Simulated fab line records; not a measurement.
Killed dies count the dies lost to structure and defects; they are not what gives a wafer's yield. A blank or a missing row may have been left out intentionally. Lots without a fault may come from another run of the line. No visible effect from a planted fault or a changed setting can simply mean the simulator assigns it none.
Which tool was responsible? | flow n5 finfet | 9 lots with 27 wafers sampled at 4 steps, on a route of 1938 steps

== WHAT THE GAUGES READ, wafer by wafer ==
N5_BEOL_M4_RC_MEAS_101.
lot  | measured     | on        | IOFF_P_LONG (nA/um)
L878 | day 8 14:11  | prober-02 | 0.000102 0.000102 0.000108
L883 | day 9 14:19  | prober-02 | 0.000107 0.000103 0.000103
L889 | day 11 15:14 | prober-02 | 0.012766 0.012587 0.012723
L890 | day 11 09:02 | prober-02 | 0.01472 0.014724 0.014598
L891 | day 11 16:43 | prober-01 | 0.014909 0.014769 0.014802
L893 | day 12 11:00 | prober-02 | 0.000106 0.000104 0.000106
L896 | day 12 20:45 | prober-02 | 0.000113 0.000112 0.000113
L897 | day 13 06:17 | prober-01 | 0.000109 0.000108 0.000109
L898 | day 13 22:22 | prober-01 | 0.000107 0.000109 0.000108

== EACH LOT AND THE TOOL THAT RAN IT (in order: tool; ch and the chambers of the sampled wafers; start) ==
lot  | N5_HKMG_FIN_HK_ANNEAL_02        | N5_HKMG_FIN_STRIP_60                | N5_HKMG_FIN_RTA_80
L878 | rtp anneal-01 ch 0, day 4 16:24 | plasma asher-01 ch 0,1, day 4 19:14 | rtp anneal-01 ch 0, day 4 20:14
L883 | rtp anneal-01 ch 0, day 6 02:49 | plasma asher-01 ch 1, day 6 04:38   | rtp anneal-02 ch 0, day 6 05:45
L889 | rtp anneal-02 ch 0, day 7 12:52 | plasma asher-02 ch 0,1, day 7 15:06 | rtp anneal-02, day 7 16:05
L890 | rtp anneal-01 ch 0, day 7 20:35 | plasma asher-01 ch 0,1, day 7 22:18 | rtp anneal-01, day 7 23:17
L891 | rtp anneal-02 ch 0, day 8 00:02 | plasma asher-01 ch 0,1, day 8 02:13 | rtp anneal-01, day 8 03:14
L893 | rtp anneal-01 ch 0, day 8 10:49 | plasma asher-02 ch 0,1, day 8 12:39 | rtp anneal-02 ch 0, day 8 13:34
L896 | rtp anneal-01 ch 0, day 9 06:22 | plasma asher-01 ch 0, day 9 08:10   | rtp anneal-01 ch 0, day 9 09:14
L897 | rtp anneal-01 ch 0, day 9 15:36 | plasma asher-01 ch 0,1, day 9 17:12 | rtp anneal-01 ch 0, day 9 18:11
L898 | rtp anneal-01 ch 0, day 9 22:11 | plasma asher-01 ch 0,1, day 9 23:53 | rtp anneal-02 ch 0, day 10 00:53
- N5_HKMG_FIN_HK_ANNEAL_02: time 30 s.
- N5_HKMG_FIN_STRIP_60: strips in N2/H2, time 360 s.
- N5_HKMG_FIN_RTA_80: time 2 s.

== THE ANSWER, worked out from the rows above alone ==
Rule: the usual values come from the lots themselves. Put in order of their means at a reading, lots are off if they are a third of the lots or fewer, leave a main group of 4 or more, and stand apart from it by a gap of 3 or more times the standard deviation of the main group's means; of several such gaps the widest counts. A main group whose means are all the same, to the digits that the tables above print for the reading, isn't used. Also off: a lot with no number at a reading for which 4 or more lots have one. Where the step has rows for the other lots, those lots are counted as sound.
Off: at N5_BEOL_M4_RC_MEAS_101 (IOFF_P_LONG), L889, L890, L891. For the main group the mean is 0.000107 nA/um and the standard deviation 3e-06.
If a tool, at a process step before that reading, ran all the lots that are off and no sound lot after the first of them, it fits. Those tools and the gauges at N5_BEOL_M4_RC_MEAS_101 are tried in the same way. No candidate that was tried fits.

== WHAT THE SIMULATOR PUT IN ==
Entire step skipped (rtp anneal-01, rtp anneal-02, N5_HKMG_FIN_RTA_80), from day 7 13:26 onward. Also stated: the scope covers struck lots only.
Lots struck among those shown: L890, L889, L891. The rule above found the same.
